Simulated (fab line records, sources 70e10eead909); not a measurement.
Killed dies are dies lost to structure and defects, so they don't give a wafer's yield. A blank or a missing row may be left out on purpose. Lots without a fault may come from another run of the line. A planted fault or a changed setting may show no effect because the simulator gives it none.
fab line records | flow nand_harc
record lots=6 wafers=18 last_day=33
route steps=1302 shown A_BONDPAD@1211 END@1302
lots that met no fault: from a run of the same line without faults
start_h: hours from the record's first day to the start of the lot's first wafer shown | wait_h: hours since the lot's step before | " the same as in the row above | L1.1+2: a row that stands for several wafers | - no value, or no start given | * or withheld: withheld | < > ~ a bound
route shown NAME@n: a module of which the file shows steps, and the number in the route of the first | usual: mean/standard deviation of fault-free wafers | same: alike in all rows | chamber/n: place in a boat | sites: the reading at each site | _std_site: their standard deviation | _edge_site: outer sites' mean less inner sites' | radius_mm: how far each site lies from the wafer's centre | mask NAME#n: copy n | behind: the tool/chamber that last shaped the wafer | hold: why the lot was held/for how many hours/how that ended | device: the transistor (n, p or np) that didn't switch | end of line: the same wafers' tests at the end of the route | a step without rows: its recipe alone | killed: dies lost to structure and defects at the first sort, not the wafer's yield | map: a wafer's dies, x killed, . not, _ none there
set.NAME: the setting as run; set.NAME@STEP: as run at that earlier step | model.NAME: the simulator's own value behind a step, which no gauge read
lots at some steps of the route; a table a step, a row a wafer
services: from which hour (start_h, from the record's first day; less than 0 if before it) a tool's chamber was out of use, for how many hours, and why
## steps
# step NHARC_A_BONDPAD_EBR_05
# step NHARC_A_BONDPAD_EXPOSE_06
# recipe na=0.55 dose_mj=36.99 mask_id=A_BPAD
# step NHARC_A_BONDPAD_PEB_07
# recipe peb_temp_c=128 peb_time_s=80
# step NHARC_A_BONDPAD_DEVELOP_08
# recipe time_s=50 dev_temp_c=22
# step NHARC_A_BONDPAD_CD_MEAS_09
# recipe target_cd_nm=500 landing_energy_ev=500
# usual cd_nm=500.6/1.6
# columns lot.wafer tool chamber start_h wait_h cd_nm
L913.2 cd_sem-01 0 554.20 - 499.4
L913.3 " 0 " " 500.5
L913.5 " 0 " " 499.2
L916.2 cd_sem-02 0 582.34 - 502.0
L916.3 " 0 " " 499.5
L916.6 " 0 " " 501.7
L926.1 cd_sem-03 0 708.55 - 503.5
L926.2 " 0 " " 500.4
L926.6 " 0 " " 502.7
L929.3 cd_sem-03 0 727.00 - 498.1
L929.4 " 0 " " 495.9
L929.5 " 0 " " 497.5
L932.4 cd_sem-02 0 745.40 - 499.4
L932.5 " 0 " " 501.8
L932.6 " 0 " " 502.2
L933.2 cd_sem-03 0 764.30 - 502.1
L933.3 " 0 " " 500.1
L933.4 " 0 " " 499.3
# step NHARC_A_BONDPAD_OVL_MEAS_35
# usual overlay_x_nm=0/6.4 overlay_y_nm=-1/7.2
# columns lot.wafer tool chamber start_h wait_h overlay_x_nm overlay_y_nm
L913.2 overlay-01 - 554.28 - 3 -7
L913.3 " - " " 4 -7
L913.5 " - " " 4 -6
L916.2 overlay-02 - 582.43 - -2 3
L916.3 " - " " -2 2
L916.6 " - " " -2 3
L926.1 overlay-01 - 708.64 - -13 -10
L926.2 " - " " -13 -9
L926.6 " - " " -13 -9
L929.3 overlay-02 - 727.09 - -6 18
L929.4 " - " " -6 17
L929.5 " - " " -6 17
L932.4 overlay-01 - 745.49 - 4 -8
L932.5 " - " " 3 -8
L932.6 " - " " 4 -8
L933.2 overlay-01 - 764.38 - 4 -2
L933.3 " - " " 4 -2
L933.4 " - " " 4 -2
# step NHARC_A_BONDPAD_HARDBAKE_10
# recipe temp_c=118 time_s=65
# step NHARC_A_BONDPAD_DESCUM_11
# recipe time_s=3 o2_flow_sccm=200 ar_flow_sccm=0 bias_power_w=0 chemistry=O2
# usual drypump_motor_current_A=5.8/0.37 oes_product_au=1.000/0.0073 rf_vpp_V=57.8/0.95 showerhead_plenum_p_Torr=1.93/0.1 throttle_valve_pct=11.311/0.0085
# columns lot.wafer tool chamber start_h wait_h drypump_motor_current_A oes_product_au rf_hours_counter_h rf_vpp_V showerhead_plenum_p_Torr throttle_valve_pct
L913.2 rie_diel-10 3 554.41 - 6.4 1.000 19 57.7 1.92 11.322
L913.3 " 0 " " 5.7 1.005 20 58.3 2.01 11.313
L913.5 " 0 " " 5.7 1.001 - 58.9 2.01 11.319
L916.2 rie_diel-11 3 582.56 - 5.2 0.990 4 59.0 2.05 11.306
L916.3 " 0 " " 5.9 0.989 4 58.0 1.81 11.305
L916.6 " 3 " " 5.2 0.991 - 57.9 2.05 11.321
L926.1 rie_diel-11 0 708.78 - 5.9 1.003 1 56.8 1.81 11.322
L926.2 " 1 " " 5.5 0.995 2 59.1 2.03 11.321
L926.6 " 2 " " 5.7 1.014 - 58.6 1.81 11.328
L929.3 rie_diel-11 2 727.21 - 5.6 1.021 2 56.7 1.81 11.305
L929.4 " 1 " " 5.5 1.000 2 57.3 2.03 11.317
L929.5 " 3 " " 5.2 1.001 - 57.7 2.05 11.302
L932.4 rie_diel-11 0 745.63 - 5.9 0.996 2 56.9 1.81 11.314
L932.6 " 2 " " 5.6 1.001 - 57.7 1.81 11.312
L932.5 " 3 " " 5.2 0.996 - 58.8 2.05 11.317
L933.2 rie_diel-11 1 764.51 - 5.4 1.008 3 58.4 2.03 11.305
L933.3 " 3 " " 5.2 0.988 3 58.0 2.05 11.319
L933.4 " 3 " " 5.2 1.000 - 59.9 2.05 11.317
# step NHARC_A_BONDPAD_ETCH_34
# recipe target_depth_a=600 overetch_a=180 time_s=65.91 ion_energy_ev=200 n2_flow_sccm=150 h2_flow_sccm=150 ar_flow_sccm=0 rf_w=400 bias_w=150 chemistry=N2/H2
# usual drypump_motor_current_A=5.8/0.36 oes_product_au=1.000/0.0066 rf_vpp_V=431/3.2 run_length_s=87.2/0.43 showerhead_plenum_p_Torr=2.06/0.11 throttle_valve_pct=14.172/0.01
# columns lot.wafer tool chamber start_h wait_h drypump_motor_current_A oes_product_au rf_hours_counter_h rf_vpp_V run_length_s showerhead_plenum_p_Torr throttle_valve_pct
L913.2 rie_diel-10 1 554.49 0.1 6.2 0.995 24 426 87.0 1.88 14.176
L913.3 " 3 " " 6.4 0.990 19 430 87.0 2.05 14.170
L913.5 " 1 " " 6.2 0.990 - 425 87.2 1.88 14.178
L916.3 rie_diel-11 3 582.64 0.1 5.2 0.976 4 436 86.7 2.19 14.174
L916.2 " 1 " " 5.5 0.991 4 434 87.5 2.17 14.188
L916.6 " 3 " " 5.2 0.984 - 435 86.5 2.19 14.162
L926.1 rie_diel-11 1 708.85 0.1 5.5 0.996 2 435 87.9 2.16 14.156
L926.2 " 0 " " 6.0 0.996 1 427 86.8 1.93 14.164
L926.6 " 1 " " 5.5 0.999 - 434 87.6 2.16 14.181
L929.4 rie_diel-11 0 727.30 0.1 5.9 1.006 2 428 87.2 1.93 14.175
L929.3 " 2 " " 5.7 1.007 2 427 87.2 1.93 14.197
L929.5 " 1 " " 5.5 1.005 - 434 87.4 2.16 14.174
L932.4 rie_diel-11 0 745.71 0.1 6.0 1.006 2 427 87.3 1.93 14.180
L932.6 " 2 " " 5.7 1.004 - 428 87.3 1.93 14.168
L932.5 " 3 " " 5.2 1.004 - 434 87.2 2.19 14.170
L933.3 rie_diel-11 1 764.62 0.1 5.5 1.006 3 434 87.6 2.16 14.193
L933.2 " 3 " " 5.2 0.992 3 433 86.6 2.19 14.179
L933.4 " 1 " " 5.5 0.999 - 433 87.7 2.16 14.177
# step NHARC_A_BONDPAD_ETCH_12
# recipe target_depth_a=2200 time_s=110 chf3_flow_sccm=50 o2_flow_sccm=10 ar_flow_sccm=200 rf_w=500 bias_w=200 chemistry=CHF3/O2
# usual drypump_motor_current_A=5.8/0.37 oes_product_au=0.938/0.022 rf_vpp_V=371.0/2.7 run_length_s=131.2/0.37 showerhead_plenum_p_Torr=2.43/0.12 throttle_valve_pct=20.571/0.0081
# columns lot.wafer tool chamber start_h wait_h drypump_motor_current_A oes_product_au rf_hours_counter_h rf_vpp_V run_length_s showerhead_plenum_p_Torr throttle_valve_pct
L913.3 rie_diel-10 2 - - 5.8 0.912 23 372.0 132.0 2.43 20.573
L913.2 " 3 " " 6.4 0.924 19 372.0 131.0 2.41 20.569
L913.5 " 2 " " 5.8 0.925 - 370.1 131.8 2.43 20.587
L916.3 rie_diel-11 0 - - 5.9 0.926 4 368.9 131.7 2.28 20.571
L916.2 " 2 " " 5.7 0.937 3 368.5 131.3 2.28 20.592
L916.6 " 0 " " 5.9 0.925 - 367.9 130.9 2.28 20.579
L926.2 rie_diel-11 3 - - 5.2 0.921 1 373.4 130.6 2.56 20.568
L926.1 " 0 " " 5.9 0.925 1 367.5 131.0 2.28 20.578
L926.6 " 2 " " 5.7 0.942 - 368.1 131.3 2.28 20.567
L929.3 rie_diel-11 0 - - 5.9 0.921 2 369.6 131.0 2.28 20.572
L929.4 " 2 " " 5.7 0.928 2 368.4 131.4 2.28 20.570
L929.5 " 3 " " 5.2 0.908 - 374.5 131.1 2.56 20.575
L932.4 rie_diel-11 1 - - 5.4 0.985 2 373.2 131.9 2.54 20.570
L932.5 " 0 " " 5.9 0.992 - 366.2 131.1 2.28 20.572
L932.6 " 1 " " 5.4 0.986 - 373.3 131.5 2.54 20.574
L933.2 rie_diel-11 0 - - 5.9 0.960 3 367.9 130.9 2.28 20.570
L933.3 " 1 " " 5.4 0.926 3 372.8 131.5 2.54 20.562
L933.4 " 3 " " 5.2 0.917 - 374.6 131.1 2.56 20.574
# step NHARC_A_BONDPAD_CD_MEAS_13
# usual cd_nm=500.0/1.7
# columns lot.wafer tool chamber start_h wait_h cd_nm
L913.2 cd_sem-03 - 554.72 - 499.1
L913.3 " - " " 499.6
L913.5 " - " " 498.7
L916.2 cd_sem-01 - 582.87 - 501.6
L916.3 " - " " 498.4
L916.6 " - " " 501.2
L926.1 cd_sem-03 - 709.08 - 502.0
L926.2 " - " " 499.4
L926.6 " - " " 501.7
L929.3 cd_sem-01 - 727.53 - 496.6
L929.4 " - " " 494.2
L929.5 " - " " 496.1
L932.4 cd_sem-01 - 745.93 - 500.2
L932.5 " - " " 502.6
L932.6 " - " " 502.2
L933.2 cd_sem-03 - 764.87 - 502.4
L933.3 " - " " 499.9
L933.4 " - " " 499.2
# step NHARC_A_BONDPAD_STRIP_15
# recipe o2_flow_sccm=500 ar_flow_sccm=0 bias_w=0 chemistry=O2
# usual drypump_motor_current_A=5.7/0.35 oes_product_au=0.999/0.0078 rf_vpp_V=57.9/0.91 showerhead_plenum_p_Torr=3.55/0.18 throttle_valve_pct=17.037/0.01
# columns lot.wafer tool chamber start_h wait_h drypump_motor_current_A oes_product_au rf_hours_counter_h rf_vpp_V showerhead_plenum_p_Torr throttle_valve_pct
L913.3 rie_diel-04 3 554.81 0.1 6.2 1.002 3 58.0 3.55 17.034
L913.2 " 1 " " 5.9 0.986 5 57.1 3.44 17.029
L913.5 " 2 " " 5.1 0.994 - 57.9 3.33 17.038
L916.2 rie_diel-10 1 582.96 0.1 6.2 1.010 28 55.5 3.27 17.031
L916.3 " 2 " " 5.8 0.996 26 59.0 3.57 17.035
L916.6 " 0 " " 5.7 1.012 - 57.7 3.69 17.041
L926.2 rie_diel-10 1 709.17 0.1 6.2 1.002 17 58.2 3.80 17.039
L926.1 " 2 " " 5.8 1.009 18 57.1 3.56 17.026
L926.6 " 1 " " 6.2 1.008 - 57.6 3.80 17.016
L929.4 rie_diel-10 0 727.62 0.1 5.7 1.001 22 59.1 3.67 17.053
L929.3 " 1 " " 6.2 1.001 22 58.9 3.80 17.044
L929.5 " 0 " " 5.7 1.006 - 59.5 3.67 17.034
L932.4 rie_diel-11 0 746.03 0.1 6.0 1.006 2 57.6 3.35 17.027
L932.5 " 2 " " 5.7 1.002 - 56.7 3.35 17.046
L932.6 " 3 " " 5.2 0.999 - 57.3 3.76 17.042
L933.3 rie_diel-11 0 764.95 0.1 5.9 0.996 3 57.7 3.35 17.027
L933.2 " 3 " " 5.2 1.006 3 58.3 3.76 17.019
L933.4 " 0 " " 6.0 0.996 - 57.6 3.35 17.057
# step NHARC_A_BONDPAD_ETCH_24
# recipe target_depth_a=300 over_etch_frac=0.3 time_s=72.99 ion_energy_ev=150 cf4_flow_sccm=50 n2_flow_sccm=100 ar_flow_sccm=150 rf_w=300 bias_w=100 chemistry=CF4/N2
# usual drypump_motor_current_A=5.7/0.36 oes_product_au=1.000/0.0076 rf_vpp_V=314.5/2.4 run_length_s=94.3/0.4 showerhead_plenum_p_Torr=2.64/0.13 throttle_valve_pct=19.794/0.0096
# same over_etch_frac=0.3
# columns lot.wafer tool chamber start_h wait_h drypump_motor_current_A oes_product_au rf_hours_counter_h rf_vpp_V run_length_s showerhead_plenum_p_Torr throttle_valve_pct
L913.3 rie_diel-04 1 554.95 - 5.8 1.006 5 312.8 94.5 2.56 19.799
L913.2 " 0 " " 5.6 1.009 4 311.5 94.6 2.51 19.794
L913.5 " 2 " " 5.1 1.012 - 311.7 93.8 2.47 19.790
L916.2 rie_diel-10 2 583.11 - 5.8 0.997 26 313.4 94.7 2.66 19.786
L916.3 " 3 " " 6.4 1.002 24 313.4 94.3 2.63 19.794
L916.6 " 0 " " 5.7 1.001 - 316.0 93.9 2.74 19.804
L926.1 rie_diel-10 2 709.31 - 5.8 0.996 18 315.0 78.3 2.65 19.793
L926.2 " 3 " " 6.4 0.991 17 313.9 78.2 2.62 19.796
L926.6 " 2 " " 5.8 1.001 - 314.9 78.4 2.65 19.808
L929.3 rie_diel-10 0 727.75 - 5.7 1.003 22 315.3 77.5 2.73 19.814
L929.4 " 2 " " 5.8 1.004 21 315.4 79.2 2.65 19.799
L929.5 " 1 " " 6.2 1.000 - 315.9 78.0 2.83 19.804
L932.4 rie_diel-11 3 746.16 - 5.2 0.995 2 317.1 93.9 2.80 19.792
L932.5 " 2 " " 5.7 1.012 - 311.7 94.6 2.49 19.767
L932.6 " 3 " " 5.2 0.991 - 316.6 93.9 2.80 19.783
L933.2 rie_diel-11 3 765.13 0.1 5.2 0.983 3 318.6 93.6 2.80 19.791
L933.3 " 0 " " 5.9 0.996 3 311.6 93.9 2.49 19.802
L933.4 " 1 " " 5.4 1.001 - 316.8 94.8 2.77 19.816
# step NHARC_A_BONDPAD_STRIP_16
# recipe time_s=600 temp_c=30 chemistry=post_etch_residue_remover
# step NHARC_END_SORT_01
# recipe temp_c=25
# usual defect_limited_yield=91.4/2.6 killed_at_array=53/18 killed_at_other=0.9/1.3 killed_at_periphery=4/3.1 killed_dies=58/18 killed_open=3.4/2 killed_short=2.5/1.8 sort_bin_2_pct=3.1/1.2 sort_bin_3_pct=0.7/0.38 sort_bin_4_pct=4.8/1.5 sort_n_pass=619/18 sort_rim_yield_pct=90/4.6 sort_yield_pct=91.4/2.6
# same gross_dies=677 sort_bin_5_pct[%]=0 sort_bin_6_pct[%]=0 sort_bin_7_pct[%]=0 sort_bin_8_pct[%]=0 sort_rim_n_gross=106.00
# columns lot.wafer tool chamber start_h wait_h defect_limited_yield[%] killed_at_array killed_at_other killed_at_periphery killed_dies killed_open killed_short sort_bin_2_pct[%] sort_bin_3_pct[%] sort_bin_4_pct[%] sort_n_pass sort_rim_yield_pct[%] sort_yield_pct[%]
L913.2 prober-01 0 584.91 2.8 93.6 39 0 4 43 2 1 2.4 0.3 3.7 634 92 93.6
L913.3 prober-01 0 585.72 3.1 91.7 51 1 4 56 5 1 1.8 0.9 5.6 621 89 91.7
L913.5 prober-01 0 587.32 3.7 93.9 37 0 4 41 7 1 2.1 0.7 3.2 636 91 93.9
L916.2 prober-02 0 613.04 2.8 94.4 35 0 3 38 3 2 3.0 0 2.7 639 92 94.4
L916.3 prober-02 0 613.82 3.1 97.0 19 0 1 20 1 2 0.6 0 2.4 657 94 97.0
L916.6 prober-02 0 616.18 3.9 95.3 30 2 0 32 1 1 1.2 0.4 3.1 645 94 95.3
# killed by level:class
L913.2 A_SLIT:chamber_film_flake=22 A_CHANNEL_HOLE_D2:chamber_film_flake=6 P_GATE:chamber_film_flake=3 A_CONTACT:chamber_film_flake=3 A_CHANNEL_HOLE_D1:chamber_film_flake=2 A_STAIRCASE:chamber_film_flake=2 A_CHANNEL_FILL_D1:geometric_particle:open=1 A_ONON_D2:geometric_particle:short=1
L913.3 A_SLIT:chamber_film_flake=27 A_CHANNEL_HOLE_D2:chamber_film_flake=9 P_GATE:chamber_film_flake=3 A_CHANNEL_HOLE_D1:chamber_film_flake=3 A_CONTACT:chamber_film_flake=3 A_WL_FILL:geometric_particle:open=2 A_STAIRCASE:chamber_film_flake=2 P_M0:geometric_particle:open=1
L913.5 A_SLIT:chamber_film_flake=12 A_CHANNEL_HOLE_D2:chamber_film_flake=7 A_CONTACT:chamber_film_flake=5 A_STAIRCASE:chamber_film_flake=3 A_ONON_D1:geometric_particle:open=2 P_ZERO_WELL:chamber_film_flake=2 P_GATE:chamber_film_flake=2 A_CHANNEL_FILL_D1:geometric_particle:open=1
L916.2 A_CHANNEL_HOLE_D2:chamber_film_flake=11 A_CHANNEL_HOLE_D1:chamber_film_flake=5 A_STAIRCASE:chamber_film_flake=4 A_SGD_CUT:chamber_film_flake=4 A_DECK1_JOINT:chamber_film_flake=3 A_CHANNEL_FILL_D2:chamber_film_flake=3 P_CONTACT:geometric_particle:open=1 A_CHANNEL_FILL_D2:geometric_particle:short=1
L916.3 A_CHANNEL_HOLE_D2:chamber_film_flake=7 A_CHANNEL_HOLE_D1:chamber_film_flake=3 A_CHANNEL_FILL_D2:chamber_film_flake=2 A_SGD_CUT:chamber_film_flake=2 P_CONTACT:geometric_particle:short=1 A_CHANNEL_FILL_D1:geometric_particle:open=1 A_CONTACT:geometric_particle:short=1 A_DECK1_JOINT:chamber_film_flake=1
L916.6 A_CHANNEL_HOLE_D2:chamber_film_flake=13 A_CHANNEL_HOLE_D1:chamber_film_flake=3 A_CONTACT:chamber_film_flake=3 A_CHANNEL_FILL_D1:chamber_film_flake=2 A_CHANNEL_FILL_D2:chamber_film_flake=2 A_SLIT:chamber_film_flake=2 THIN_TSV:chamber_film_flake=2 A_ONON_D1:geometric_particle:short=1
## services
# columns tool chamber start_h hours kind
rie_diel-04 - 532.73 9.0 pm
rie_diel-11 0 548.98 - clean
rie_diel-11 1 548.98 - clean
rie_diel-11 2 548.98 - clean
rie_diel-11 3 548.98 - clean
rie_diel-04 0 556.36 9.9 repair
rie_diel-11 0 573.48 - clean
rie_diel-11 1 573.48 - clean
rie_diel-11 2 573.48 - clean
rie_diel-11 3 573.48 - clean
rie_diel-04 2 578.68 6.6 repair
rie_diel-10 3 587.41 6.6 repair
rie_diel-10 - 596.68 9.0 pm
rie_diel-11 0 597.98 - clean
rie_diel-11 1 597.98 - clean
rie_diel-11 - 619.05 9.0 pm
rie_diel-10 3 648.01 3.5 repair
rie_diel-10 - 661.80 0.6 repair
rie_diel-11 3 668.51 6.2 repair
rie_diel-11 0 676.86 7.8 repair
rie_diel-11 1 685.87 15.6 repair
rie_diel-04 - 709.92 9.0 pm
rie_diel-11 2 712.76 12.1 repair
rie_diel-11 2 759.58 8.9 repair
## key
first_sign step=NHARC_A_BONDPAD_ETCH_24 reading=run_length_s direction=down sigmas=40 usual=* struck=*
effect none on later readings
met_at NHARC_A_BONDPAD_ETCH_24
struck_wafers L926.1,L926.2,L926.6,L929.3,L929.4,L929.5
onset_between 583.11 709.31
fault kind=process_parameter_drift tool=rie_diel-10 chamber=- onset_h=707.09 steps=NHARC_A_BONDPAD_ETCH_24 channel=time_s offset=* shape=step end_h=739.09 acts_in=* stated=*
